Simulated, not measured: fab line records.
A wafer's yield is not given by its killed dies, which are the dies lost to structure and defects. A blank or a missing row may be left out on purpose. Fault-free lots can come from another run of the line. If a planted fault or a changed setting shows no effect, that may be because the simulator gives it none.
Chamber matching | flow nand harc | 4 sister chambers for NHARC_P_GATE_DESCUM_31 on rie diel-03
The step chemistry O2, time 3 s. 8 wafers are shown with their chamber, then 11 later ones without.

## EACH WAFER AND ITS CHAMBER
wafer  | chamber | drypump motor current A (A) | oes product au (a.u.)
L081.6 | 3       | 6.3                         | 1.004
L082.1 | 3       | 6.2                         | 1.007
L087.1 | 1       | 5.8                         | 0.977
L087.2 | 2       | 5.3                         | 0.997
L089.1 | 1       | 5.8                         | 0.999
L089.3 | 2       | 5.3                         | 1.008
L089.6 | 0       | 5.0                         | 1.002
L090.3 | 0       | 5.0                         | 1.000

## WAFERS WITHOUT THEIR CHAMBER
wafer  | drypump motor current A (A) | oes product au (a.u.)
L090.4 | 5.3                         | 1.002
L090.5 | 5.3                         | 1.002
L091.3 | 5.2                         | 0.993
L091.5 | 5.8                         | 0.975
L091.6 | 5.3                         | 0.995
L094.2 | 6.2                         | 0.994
L094.3 | 5.8                         | 0.989
L094.6 | 6.3                         | 1.008
L097.1 | 6.2                         | 0.995
L097.5 | 5.3                         | 1.001
L097.6 | 6.2                         | 1.001

## EACH ONE'S CHAMBER
wafer  | from the rows above | in truth
L090.4 | 2                   | 2
L090.5 | 2                   | 2
L091.3 | 2                   | 2
L091.5 | 1                   | 1
L091.6 | 2                   | 2
L094.2 | 3                   | 3
L094.3 | 1                   | 1
L094.6 | 3                   | 3
L097.1 | 3                   | 3
L097.5 | 2                   | 2
L097.6 | 3                   | 3
Correct placement for 11 of the 11. Number that these rows cannot place: 0. 0 placed wrongly.
How it was worked out, from the rows above alone: a wafer's distance from a chamber is the root of the sum, over the readings, of the square of ((its reading less the chamber's mean) divided by the reading's scatter). The wafer belongs to the nearest chamber; if the next one is less than 2 further off, it can't be placed. For every chamber, the mean is computed from those of its wafers that are shown. How the scatter is found: for the shown wafers, subtract from each reading the mean of its chamber, square and add these, divide the total by (wafers less chambers), then take the root.
